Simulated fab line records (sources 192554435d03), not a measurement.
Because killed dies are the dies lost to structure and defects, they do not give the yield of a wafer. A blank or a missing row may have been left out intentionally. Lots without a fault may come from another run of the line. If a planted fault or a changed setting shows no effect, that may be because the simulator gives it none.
Split-lot study -- flow n5_finfet -- 39 wafers read across 7 lots, on a route 1938 steps long

THE SPLIT
At N5_FIN_SAQP_SPACER2_ALD_28 (deposits SiO2, target thk 8.1 nm, pulse time 1 s, purge time 2 s), the setting target_thk_a was moved away from the recipe's 81 angstrom on 15 of the 39 wafers read, by -52.4% to +49.6%. For the rest of the wafers, this setting stayed at what the recipe calls for.

FROM THE SPLIT TO THE READING: what the file shows between them, 8 steps
- N5_FIN_SAQP_SPACER2_ETCHBACK_29: etches SiO2 in CHF3/O2, target depth 12.2 nm, time 6.1 s
- N5_FIN_SAQP_MANDREL2_REMOVE_60: chemistry HBr/Cl2/O2, target a-Si, stops on SiNx, bt time 10 s
- N5_FIN_SAQP_CD_MEAS_31: target cd 8 nm
- N5_FIN_SAQP_HM_OPEN_33: chemistry CH3F/O2, target SiNx, target depth 49.4 nm, time 70.6 s
- N5_FIN_SAQP_ETCH_34: etches SiO2 in C4F6/O2, target depth 45 nm, time 15 s
- N5_FIN_SAQP_STRIP_77: strips in N2/H2, time 90 s
- N5_FIN_SAQP_ETCH_64: etches SiO2 in CF4, target depth 1.5 nm
- N5_FIN_SAQP_FIN_ETCH_36: etches the open film in HBr/Cl2/O2, target depth 120 nm, time 50.4 s

THE READING
At N5_FIN_SAQP_CD_MEAS_37: cd_nm in nanometres, against a target cd of 8 nm. On this fab line, fault-free wafers typically give 8.10 nm with a standard deviation of 0.28 nm.

wafer,"tool, chamber at the split","target_thk_a as run, angstrom",against the recipe,"cd_nm, nm",against lot-mates on the recipe
L074.1,"ald_sin-03, 0,1,2",121.2,+49.6%,11.64,+3.50
L074.2,"ald_sin-03, 1,2,0",81,recipe,8.29,-
L074.3,"ald_sin-03, 1,2,0",81,recipe,8.13,-
L074.4,"ald_sin-03, 0,1,2",121.2,+49.6%,12.25,+4.11
L074.5,"ald_sin-03, 0,1,2",121.2,+49.6%,12.62,+4.48
L074.6,"ald_sin-03, 1,2,0",81,recipe,8.01,-
L087.1,"ald_sin-04, 3,0,0",97.8,+20.7%,9.82,+1.69
L087.2,"ald_sin-04, 1",81,recipe,7.89,-
L087.3,"ald_sin-04, 3,0,0",97.8,+20.7%,9.95,+1.82
L087.4,"ald_sin-04, 2,1",81,recipe,8.43,-
L087.5,"ald_sin-04, 3,0,0",97.8,+20.7%,9.75,+1.62
L087.6,"ald_sin-04, 2,1",81,recipe,8.08,-
L089.1,"ald_sin-01, 2,3,0",81,recipe,7.79,-
L089.2,"ald_sin-01, 2,3,0",81,recipe,8.16,-
L089.3,"ald_sin-01, 1,1,2",81,recipe,7.82,-
L089.4,"ald_sin-01, 2,3,0",81,recipe,8.03,-
L089.5,"ald_sin-01, 1,1,2",81,recipe,8.13,-
L089.6,"ald_sin-01, 1,1,2",81,recipe,8.32,-
L092.1,"ald_sin-01, 2,3",81,recipe,8.07,-
L092.2,"ald_sin-01, 2,3",81,recipe,8.08,-
L092.3,"ald_sin-01, 1",81,recipe,7.82,-
L092.4,"ald_sin-01, 0,3,0",95.24,+17.6%,9.67,+1.68
L092.5,"ald_sin-01, 0,3,0",95.24,+17.6%,9.34,+1.35
L092.6,"ald_sin-01, 0,3,0",95.24,+17.6%,9.61,+1.62
L093.1,"ald_sin-04, 0,3",81,recipe,7.88,-
L093.2,"ald_sin-04, 0,3",81,recipe,8.16,-
L093.3,"ald_sin-04, 1",93.48,+15.4%,9.33,+1.50
L093.4,"ald_sin-04, 2",81,recipe,7.46,-
L093.5,"ald_sin-04, 2,1",93.48,+15.4%,9.35,+1.52
L093.6,"ald_sin-04, 2,1",93.48,+15.4%,9.24,+1.41
L094.3,"ald_sin-01, 2,0",81,recipe,8.10,-
L094.4,"ald_sin-01, 2,0",81,recipe,8.08,-
L094.6,"ald_sin-01, 1",81,recipe,7.66,-
L095.1,"ald_sin-03, 1,3,3",38.52,-52.4%,4.01,-3.84
L095.2,"ald_sin-03, 2,0",81,recipe,8.01,-
L095.3,"ald_sin-03, 1,3,3",38.52,-52.4%,3.90,-3.95
L095.4,"ald_sin-03, 2,0",81,recipe,7.90,-
L095.5,"ald_sin-03, 1,3,3",38.52,-52.4%,3.74,-4.11
L095.6,"ald_sin-03, 0",81,recipe,7.63,-
If several chambers appear in one row, that row covers several wafers at once and the file leaves open which wafer was in which chamber.

FIT RESULTS
A straight line over all 39 wafers: cd_nm changes by +0.0818 nm for each +1% of target_thk_a; r = +0.99; the points scatter about the line by 0.23 nm.
The same after taking each lot's own level away (the mean of its wafers on the recipe; 39 wafers): +0.0792 nm for each +1%; r = +0.99; scatter 0.22 nm.
The reading moves by 4.2 nm for the largest change in target_thk_a, on that fit.
The lots' own levels span 7.833 to 8.143 nm, that is 1.1 times the standard deviation above.
Hence the lot-to-lot level has little effect on the slope; both slopes agree.
Check: for one of the wafers moved furthest among these (-52.4%), held out of the fit, the line's prediction against its lot-mates is -4.16 nm. Against them it came out at -3.84 nm.

OTHER SPLITS APPLIED TO THESE WAFERS
Other splits were also applied to these wafers ahead of the reading. Each is held against what the fit with the lots' levels taken away leaves over:
other split on the same wafers,wafers away from the commonest value,r with cd_nm (lot level and that fit taken away)
N5_PMOS_HMC_CHANNEL_EPI_DEVELOP_08 develop_time_s,12,+0.05

THE WHOLE CHAIN: every reading that the file lists as answering this split, in the file's order
step,what it does,reading,change (the file's fit),r (the file's)
N5_FIN_SAQP_SPACER2_ALD_28,"deposits SiO2, target thk 8.1 nm, pulse time 1 s, purge time 2 s","SiO2_of_FIN_SAQP_SPACER2_ALD_28.thk_nm (the simulator's own value, which no gauge read)",+0.0815 nm for each +1% of the setting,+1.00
N5_FIN_SAQP_MANDREL2_REMOVE_60,"chemistry HBr/Cl2/O2, target a-Si, stops on SiNx, bt time 10 s","FIN_SAQP.cd_nm (the simulator's own value, which no gauge read)",+0.081 nm for each +1% of the setting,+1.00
N5_FIN_SAQP_CD_MEAS_31,target cd 8 nm,cd_nm,+0.0796 nm for each +1% of the setting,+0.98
N5_FIN_SAQP_HM_OPEN_33,"chemistry CH3F/O2, target SiNx, target depth 49.4 nm, time 70.6 s","FIN_SAQP.cd_nm (the simulator's own value, which no gauge read)",+0.0801 nm for each +1% of the setting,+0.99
N5_FIN_SAQP_FIN_ETCH_36,"etches the open film in HBr/Cl2/O2, target depth 120 nm, time 50.4 s","FIN_SAQP.cd_nm (the simulator's own value, which no gauge read)",+0.0787 nm for each +1% of the setting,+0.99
N5_FIN_SAQP_CD_MEAS_37,target cd 8 nm,cd_nm,+0.0796 nm for each +1% of the setting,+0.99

THE FILE'S OWN FIT
cd_nm changes by +0.0796 nm for each +1% of target_thk_a, r = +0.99.
